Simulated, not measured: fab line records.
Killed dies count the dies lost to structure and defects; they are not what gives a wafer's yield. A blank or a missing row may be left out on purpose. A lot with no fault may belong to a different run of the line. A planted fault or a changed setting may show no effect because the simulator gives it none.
Chamber matching ; flow n5Finfet ; N5_BEOL_M1_ETCH_70 on rieDiel-01 has 4 sister chambers
The step etches SOC in N2/H2, target depth 80 nm, overetch 16 nm, time 120 s. 14 wafers are shown with their chamber, then 7 later ones without.

## EACH WAFER AND ITS CHAMBER
wafer;chamber;showerheadPlenumPTorr (Torr);drypumpMotorCurrentA (A);throttleValvePct (%)
L075.2;0;2.62;6.1;17.94
L075.5;1;2.55;6.2;17.61
L075.6;0;2.62;6.1;17.96
L076.3;3;2.43;5.9;17.82
L076.4;0;2.62;6.1;17.95
L076.5;3;2.43;5.9;17.83
L077.1;1;2.55;6.2;17.61
L077.2;2;2.60;5.5;17.55
L077.5;2;2.60;5.6;17.53
L081.4;2;2.60;5.6;17.56
L081.5;2;2.60;5.6;17.54
L081.6;3;2.42;5.9;17.84
L085.2;2;2.59;5.6;17.56
L085.3;1;2.55;6.2;17.63

SIGNATURES (means of the wafers above)
reading;chamber 0;chamber 1;chamber 2;chamber 3;scatter within a chamber
showerheadPlenumPTorr;2.6200;2.5500;2.5980;2.4267;0.00383
drypumpMotorCurrentA;6.100;6.200;5.580;5.900;0.0283
throttleValvePct;17.9500;17.6167;17.5480;17.8300;0.0116
Rule: for each reading, subtract the chamber's mean from the wafer's reading, divide by that reading's scatter and square the result; add these up over the readings and take the root, which gives the wafer's distance from the chamber. If the next closest chamber is less than 2 further off than the closest, the wafer can't be placed; otherwise it belongs to the closest. The scatter: take each reading less its chamber's mean, square it, sum over the shown wafers, divide by the number of wafers less the number of chambers, and take the root.

## WAFERS WITH NO CHAMBER GIVEN
wafer;showerheadPlenumPTorr (Torr);drypumpMotorCurrentA (A);throttleValvePct (%)
L085.6;2.55;6.2;17.62
L087.2;2.61;6.1;17.52
L087.4;2.59;5.6;17.58
L087.6;2.61;6.1;17.54
L095.2;2.58;5.5;17.60
L095.5;2.41;5.9;17.90
L095.6;2.61;6.1;17.54

## CHAMBER TAKEN BY EACH
wafer;from the rows above;in truth
L085.6;1;1
L087.2;can't be placed: 1 or 2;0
L087.4;2;2
L087.6;can't be placed: 1 or 2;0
L095.2;2;2
L095.5;3;3
L095.6;can't be placed: 1 or 2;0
Correct placement for 4 of the 7. Not placeable from these rows: 3 (in 0, the candidates include the true chamber). Placed wrongly: 0.
